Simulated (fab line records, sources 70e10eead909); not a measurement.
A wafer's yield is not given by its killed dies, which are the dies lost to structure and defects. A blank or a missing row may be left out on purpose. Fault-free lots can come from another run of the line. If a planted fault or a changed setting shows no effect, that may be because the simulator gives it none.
A struck lot beside a sound one    flow nandHarc    29 out of 1302 route steps
Sound: the wafers L903.3, L903.5, L903.6. The struck wafers were L914.1, L914.4. The cause is named last.
Each step with rows lists, per side, the tool, then ch with its chambers, then its first start. Under that, the readings that differ: sound wafers    struck wafers    difference of the means    sigmas: that difference in standard deviations of wafers without a fault.
alike: words and numbers the same on both sides, and readings whose means are apart by under 2 such deviations; not compared: readings that were withheld, readings missing a value for some wafer, numbers with overlapping values and no deviation given by the record, and bounds like >300 which may hide the same value.
Wherever a step has rows on one side only, a row that says differs or no value, or a row with sigmas, the two part there. When numbers do not overlap yet have no deviation, they are printed without sigmas and do not part them. Lack of a reading on every wafer of one side parts them only where that side has two or more wafers.

NHARC_A_CHANNEL_HOLE_D1_CD_MEAS_10: the cd target is 100 nm.
  sound on cdSem-02 ch 0, day 9 11:18; struck on cdSem-02 ch 0, day 13 14:26
  alike: cdNm
NHARC_A_CHANNEL_HOLE_D1_OVL_MEAS_11:
  struck on overlay-01, day 13 14:32; sound on overlay-02, day 9 11:23
  alike: overlayXNm, overlayYNm
NHARC_A_CHANNEL_HOLE_D1_INSPECT_12:
  struck on defectInspect-02, day 13 14:34; sound on defectInspect-02, day 9 11:25
  alike: rawDefectCount
NHARC_A_CHANNEL_HOLE_D1_DESCUM_15: chemistry O2, time 3 s.
  sound on rieDiel-04 ch 2,3, day 9 11:29; struck on rieDiel-13 ch 0, day 13 14:39
reading                   sound        struck   difference  sigmas
drypumpMotorCurrentA (A)  5.2 5.3 5.2  6.2 6.2  +1.0        +2
  alike: chamberPressureMTorr, oesProductAu, rfVppV, showerheadPlenumPTorr, throttleValvePct
  not compared: rfHoursCounterH
then, 1 step without rows for these wafers: NHARC_A_CHANNEL_HOLE_D1_ETCH_38 (etches the open film in CF4, target depth 39 nm, time 65 s).
NHARC_A_CHANNEL_HOLE_D1_ETCH_39: etches the open film in N2/H2, target depth 260 nm, time 325 s.
  sound on rieDiel-04 ch 0,2,3; struck on rieDiel-13 ch 0
  alike: chamberPressureMTorr, drypumpMotorCurrentA, oesProductAu, rfVppV, showerheadPlenumPTorr, throttleValvePct
  not compared: rfHoursCounterH
then, 2 steps without rows for these wafers: NHARC_A_CHANNEL_HOLE_D1_ETCH_34 (etches the open film in CF4/CHF3, target depth 154 nm, time 77 s); NHARC_A_CHANNEL_HOLE_D1_ETCH_16 (etches the open film in O2/COS, target depth 3100 nm, time 806 s).
NHARC_A_CHANNEL_HOLE_D1_CD_MEAS_18:
  struck on cdSem-01, day 13 15:57; sound on cdSem-01, day 9 12:35
  alike: cdNm
NHARC_A_CHANNEL_HOLE_D1_ETCH_19: etches the open film in C4F8/O2/Ar, time 34.5 s.
  sound on harEtch-02 ch 0,1, day 9 12:43; struck on harEtch-02 ch 1, day 13 16:01
  alike: chamberPressureMTorr, drypumpMotorCurrentA, heBacksideLeakSccm, showerheadPlenumPTorr, throttleValvePct
  not compared: rfHoursCounterH
then, 2 steps without rows for these wafers: NHARC_A_CHANNEL_HOLE_D1_ETCH_20 (etches the open film in C4F8/O2/Ar, time 361.9 s, target depth 1600 nm); NHARC_A_CHANNEL_HOLE_D1_ETCH_21 (etches the open film in C4F8/O2/Ar, time 514.3 s, target depth 1600 nm).
NHARC_A_CHANNEL_HOLE_D1_ETCH_22: etches the open film in C4F8/O2/Ar, time 666.7 s, target depth 1600 nm.
  sound on harEtch-02 ch 0,1, day 9 13:49; struck on harEtch-02 ch 1, day 13 16:54
  alike: chamberPressureMTorr, drypumpMotorCurrentA, heBacksideLeakSccm, showerheadPlenumPTorr, throttleValvePct
  not compared: rfHoursCounterH
then, 4 steps without rows for these wafers: NHARC_A_CHANNEL_HOLE_D1_ETCH_23 (etches the open film in C4F8/O2/Ar, time 819 s, target depth 1600 nm); NHARC_A_CHANNEL_HOLE_D1_ETCH_24 (etches the open film in C4F8/O2/Ar, time 906.2 s, target depth 1500 nm); NHARC_A_CHANNEL_HOLE_D1_ETCH_25 (etches the open film in C4F8/O2/Ar, time 1040.2 s, target depth 1500 nm); NHARC_A_CHANNEL_HOLE_D1_ETCH_26 (etches the open film in C4F8/O2/Ar, time 224.1 s, target depth 300 nm).
NHARC_A_CHANNEL_HOLE_D1_ETCH_33: etches the open film in C4F8/O2/Ar, time 90 s, target depth 400 nm.
  sound on harEtch-02 ch 0,1, day 9 16:44; struck on harEtch-02 ch 1, day 13 20:01
  alike: chamberPressureMTorr, drypumpMotorCurrentA, heBacksideLeakSccm, showerheadPlenumPTorr, throttleValvePct
  not compared: rfHoursCounterH
then, 4 steps without rows for these wafers: NHARC_A_CHANNEL_HOLE_D1_STRIP_41 (strips in N2/H2); NHARC_A_CHANNEL_HOLE_D1_STRIP_42 (strips in CF4/CHF3); NHARC_A_CHANNEL_HOLE_D1_STRIP_43 (strips in O2/COS); NHARC_A_CHANNEL_HOLE_D1_ETCH_44 (etches the open film in CF4/O2, target depth 140 nm, overetch 14 nm, time 77 s).
NHARC_A_CHANNEL_HOLE_D1_STRIP_27: strips in O2.
  sound on rieDiel-04 ch 2,3; struck on rieDiel-10 ch 1,2
  alike: chamberPressureMTorr, drypumpMotorCurrentA, oesProductAu, rfVppV, showerheadPlenumPTorr, throttleValvePct
  not compared: rfHoursCounterH
then, 2 steps without rows for these wafers: NHARC_A_CHANNEL_HOLE_D1_PRECLEAN_28 (cleans in SC1); NHARC_A_CHANNEL_HOLE_D1_SRD_29.
NHARC_A_CHANNEL_HOLE_D1_CD_MEAS_30:
  struck on cdSem-02, day 13 21:33; sound on cdSem-03, day 9 18:11
  alike: cdNm
NHARC_A_CHANNEL_HOLE_D1_XSEM_31:
  sound on xsem-01 ch 0, day 9 18:16; struck on xsem-02 ch 0
reading     sound           struck  difference                     sigmas
bowNm (nm)  8.75 8.78 8.81  - -     no value on the struck wafers  
  alike: botCdNm, tiltDeg
NHARC_A_CHANNEL_HOLE_D1_INSPECT_40:
  struck on defectInspect-01, day 13 23:59; sound on defectInspect-01, day 9 18:22
  alike: rawDefectCount
-- break in the record here, with 16 days between the starts of the struck wafers on either side (left off in module A_CHANNEL_HOLE_D1, picked up again in module END, where the first step shown is number 1302 on the route) --
NHARC_END_SORT_01:
  sound on prober-02 ch 0, day 25 18:35; struck on prober-01 ch 0, day 29 13:05
  alike: killedAtArray, killedAtOther, killedAtPeriphery, killedDies, killedOpen, killedShort

== WHERE THEY PART ==
Earliest at NHARC_A_CHANNEL_HOLE_D1_DESCUM_15; latest, in this record, at NHARC_A_CHANNEL_HOLE_D1_XSEM_31. Later steps at which nothing parts them and some readings are alike: NHARC_A_CHANNEL_HOLE_D1_INSPECT_40, NHARC_END_SORT_01.

WHY: what had been put in by the simulator
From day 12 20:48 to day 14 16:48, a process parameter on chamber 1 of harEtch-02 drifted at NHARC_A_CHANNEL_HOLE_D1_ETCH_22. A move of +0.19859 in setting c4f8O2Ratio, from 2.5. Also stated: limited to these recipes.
